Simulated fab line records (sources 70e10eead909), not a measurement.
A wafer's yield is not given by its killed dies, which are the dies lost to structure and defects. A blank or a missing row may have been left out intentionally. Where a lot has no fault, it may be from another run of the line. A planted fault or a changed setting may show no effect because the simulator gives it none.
Matching of chambers || flow nand_harc || pecvd-01 running NHARC_A_STAIRCASE_DEP_417: 3 sister chambers
The step deposits Si3N4, target thk 60 nm. 6 wafers are shown with their chamber, then 10 later ones without.

== WAFERS PAIRED WITH THEIR CHAMBERS ==
{"wafer": "L081.6", "chamber": 2, "heater_power_outer_w (W)": 416, "heater_power_w (W)": 652}
{"wafer": "L083.1", "chamber": 1, "heater_power_outer_w (W)": 426, "heater_power_w (W)": 749}
{"wafer": "L083.2", "chamber": 0, "heater_power_outer_w (W)": 411, "heater_power_w (W)": 718}
{"wafer": "L083.6", "chamber": 1, "heater_power_outer_w (W)": 318, "heater_power_w (W)": 604}
{"wafer": "L087.1", "chamber": 2, "heater_power_outer_w (W)": 452, "heater_power_w (W)": 711}
{"wafer": "L087.2", "chamber": 0, "heater_power_outer_w (W)": 417, "heater_power_w (W)": 694}

== WAFERS WITH NO CHAMBER GIVEN ==
{"wafer": "L087.3", "heater_power_outer_w (W)": 415, "heater_power_w (W)": 706}
{"wafer": "L091.1", "heater_power_outer_w (W)": 446, "heater_power_w (W)": 729}
{"wafer": "L091.5", "heater_power_outer_w (W)": 394, "heater_power_w (W)": 686}
{"wafer": "L091.6", "heater_power_outer_w (W)": 452, "heater_power_w (W)": 714}
{"wafer": "L094.4", "heater_power_outer_w (W)": 484, "heater_power_w (W)": 753}
{"wafer": "L094.5", "heater_power_outer_w (W)": 438, "heater_power_w (W)": 735}
{"wafer": "L094.6", "heater_power_outer_w (W)": 425, "heater_power_w (W)": 728}
{"wafer": "L093.2", "heater_power_outer_w (W)": 440, "heater_power_w (W)": 730}
{"wafer": "L093.3", "heater_power_outer_w (W)": 472, "heater_power_w (W)": 757}
{"wafer": "L093.4", "heater_power_outer_w (W)": 442, "heater_power_w (W)": 743}

== CHAMBER TAKEN BY EACH ==
{"wafer": "L087.3", "from the rows above": "can't be placed: 0 or 2 or 1", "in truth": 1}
{"wafer": "L091.1", "from the rows above": "can't be placed: 0 or 2 or 1", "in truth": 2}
{"wafer": "L091.5", "from the rows above": "can't be placed: 1 or 0 or 2", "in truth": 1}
{"wafer": "L091.6", "from the rows above": "can't be placed: 2 or 0 or 1", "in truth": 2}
{"wafer": "L094.4", "from the rows above": "can't be placed: 2 or 0 or 1", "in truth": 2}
{"wafer": "L094.5", "from the rows above": "can't be placed: 0 or 2 or 1", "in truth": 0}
{"wafer": "L094.6", "from the rows above": "can't be placed: 0 or 2 or 1", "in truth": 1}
{"wafer": "L093.2", "from the rows above": "can't be placed: 0 or 2 or 1", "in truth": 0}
{"wafer": "L093.3", "from the rows above": "can't be placed: 2 or 0 or 1", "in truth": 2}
{"wafer": "L093.4", "from the rows above": "can't be placed: 0 or 2 or 1", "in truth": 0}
Correct placement for 0 of the 10. Cannot be placed on the basis of these rows: 10; the candidates contain the true chamber in 10. 0 placed wrongly.
How it was worked out, from the rows above alone: a wafer's distance from a chamber is the root of the sum, over the readings, of the square of ((its reading less the chamber's mean) divided by the reading's scatter). The wafer belongs to the nearest chamber; if the next one is less than 2 further off, it can't be placed. Each chamber's mean is taken over the wafers shown for it. The scatter: take each reading less its chamber's mean, square it, sum over the shown wafers, divide by the number of wafers less the number of chambers, and take the root.
